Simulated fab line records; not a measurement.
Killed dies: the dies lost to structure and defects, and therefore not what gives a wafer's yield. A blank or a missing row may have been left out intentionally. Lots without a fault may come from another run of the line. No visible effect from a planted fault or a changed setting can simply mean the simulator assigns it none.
Matching of chambers :: flow n5Finfet :: N5_BEOL_M3_PRE_CLEAN_60 on cvdCo-02 has 3 sister chambers
The step time 15 s. 6 wafers are shown with their chamber, then 7 later ones without.

## WAFERS, EACH WITH ITS CHAMBER
wafer: L387.5
chamber: 1
heaterPowerW (W): 105

wafer: L391.2
chamber: 0
heaterPowerW (W): 113

wafer: L391.4
chamber: 2
heaterPowerW (W): 133

wafer: L391.5
chamber: 0
heaterPowerW (W): 107

wafer: L393.2
chamber: 2
heaterPowerW (W): 135

wafer: L393.3
chamber: 1
heaterPowerW (W): 105

## WAFERS WHOSE CHAMBER IS MISSING
wafer: L393.4
heaterPowerW (W): 108

wafer: L400.2
heaterPowerW (W): 130

wafer: L400.4
heaterPowerW (W): 111

wafer: L400.6
heaterPowerW (W): 104

wafer: L404.1
heaterPowerW (W): 132

wafer: L404.3
heaterPowerW (W): 102

wafer: L404.5
heaterPowerW (W): 137

## WHICH CHAMBER EACH WENT THROUGH
wafer: L393.4
from the rows above: can't be placed: 0 or 1
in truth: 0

wafer: L400.2
from the rows above: 2
in truth: 2

wafer: L400.4
from the rows above: can't be placed: 0 or 1
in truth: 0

wafer: L400.6
from the rows above: can't be placed: 1 or 0
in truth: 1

wafer: L404.1
from the rows above: 2
in truth: 2

wafer: L404.3
from the rows above: can't be placed: 1 or 0
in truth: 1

wafer: L404.5
from the rows above: 2
in truth: 2
3 of 7 placed correctly. Can't be placed from these rows: 4 (the true chamber is among the candidates in 4). Placed wrongly: 0.
How it was worked out, from the rows above alone: a wafer's distance from a chamber is the root of the sum, over the readings, of the square of ((its reading less the chamber's mean) divided by the reading's scatter). The wafer belongs to the nearest chamber; if the next one is less than 2 further off, it can't be placed. Each chamber's mean is taken over the wafers shown for it. The scatter: the root of (the sum of the squares of (reading less its chamber's mean) over the shown wafers, divided by (wafers less chambers)).
